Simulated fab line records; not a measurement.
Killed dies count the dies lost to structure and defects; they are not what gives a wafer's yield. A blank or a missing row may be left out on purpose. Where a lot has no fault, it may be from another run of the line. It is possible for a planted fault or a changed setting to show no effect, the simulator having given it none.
Which tool was responsible? / flow nand-harc / 18 wafers from 6 lots sampled at 5 of the route's 1159 steps

== WHAT EACH GAUGE READ, for each wafer ==
NHARC_END_SORT_01.
lot=L500; measured=day 21 09:24; on=prober-02; killed-at-array=125 102 109

== EACH LOT AND THE TOOL THAT RAN IT (in order: tool; ch and the chambers of the sampled wafers; start) ==
lot=L495; NHARC_A_CONTACT_ETCH_111=har-cap-etch-02 ch 0,1, day 16 17:28; NHARC_THIN_TSV_ETCH_15=rie-si-06 ch 0,1,3, day 19 02:49; NHARC_THIN_TSV_CMP_21=cmp-02 ch 0,1,2, day 19 06:29; NHARC_THIN_TSV_PRE_CLEAN_54=pvd-sputter-01, day 19 07:01
lot=L496; NHARC_A_CONTACT_ETCH_111=har-cap-etch-02 ch 0,1, day 16 21:35; NHARC_THIN_TSV_ETCH_15=rie-si-06 ch 0,1, day 19 00:10; NHARC_THIN_TSV_CMP_21=cmp-04 ch 2,3, day 19 03:50; NHARC_THIN_TSV_PRE_CLEAN_54=pvd-sputter-03, day 19 04:20
lot=L499; NHARC_A_CONTACT_ETCH_111=har-cap-etch-01 ch 0,1, day 17 13:41; NHARC_THIN_TSV_ETCH_15=rie-si-03 ch 2,3, day 19 18:23; NHARC_THIN_TSV_CMP_21=cmp-02 ch 0,1,3, day 19 21:56; NHARC_THIN_TSV_PRE_CLEAN_54=pvd-sputter-01, day 19 22:26
lot=L500; NHARC_A_CONTACT_ETCH_111=har-cap-etch-03 ch 0,1, day 18 19:03; NHARC_THIN_TSV_ETCH_15=rie-si-03 ch 1,2,3, day 20 20:55; NHARC_THIN_TSV_CMP_21=cmp-01 ch 0,2,3, day 21 00:26; NHARC_THIN_TSV_PRE_CLEAN_54=pvd-sputter-01, day 21 00:58
lot=L510; NHARC_A_CONTACT_ETCH_111=har-cap-etch-01 ch 0,1, day 20 11:28; NHARC_THIN_TSV_ETCH_15=rie-si-04 ch 0,3, day 22 16:00; NHARC_THIN_TSV_CMP_21=cmp-01 ch 1,2,3, day 22 19:32; NHARC_THIN_TSV_PRE_CLEAN_54=pvd-sputter-03, day 22 20:06
lot=L517; NHARC_A_CONTACT_ETCH_111=har-cap-etch-03 ch 0,1, day 22 00:26; NHARC_THIN_TSV_ETCH_15=rie-si-06 ch 1,2,3, day 24 06:43; NHARC_THIN_TSV_CMP_21=cmp-02 ch 1,2,3, day 24 10:17; NHARC_THIN_TSV_PRE_CLEAN_54=pvd-sputter-01, day 24 10:48
- NHARC_A_CONTACT_ETCH_111: etches the open film in C4F8/O2/Ar, time 140 s, target depth 700 nm.
- NHARC_THIN_TSV_ETCH_15: target depth 3000 nm, bosch target overetch cycles 2, bosch etch step 2.8 s.
- NHARC_THIN_TSV_CMP_21: polishes, t overpolish 30 s, target thk 2000 nm.
- NHARC_THIN_TSV_PRE_CLEAN_54: time 30 s.

== THE ANSWER, worked out from the rows above alone ==
Rule: what is usual is taken from the lots themselves. The widest of any qualifying gaps counts: lots, ordered by their means at a reading, are off when they make up no more than a third of the lots, leave a main group of 4 or more, and stand apart from it by 3 or more times the standard deviation of that group's means. Not used: any main group whose means are identical at the precision the tables above print for the reading. Also off: a lot with no number at a reading for which 4 or more lots have one. The other lots that the step has rows for count as sound.
Nothing can be told from this: no lot is off at any reading shown.

== WHAT THE SIMULATOR HAD PUT IN ==
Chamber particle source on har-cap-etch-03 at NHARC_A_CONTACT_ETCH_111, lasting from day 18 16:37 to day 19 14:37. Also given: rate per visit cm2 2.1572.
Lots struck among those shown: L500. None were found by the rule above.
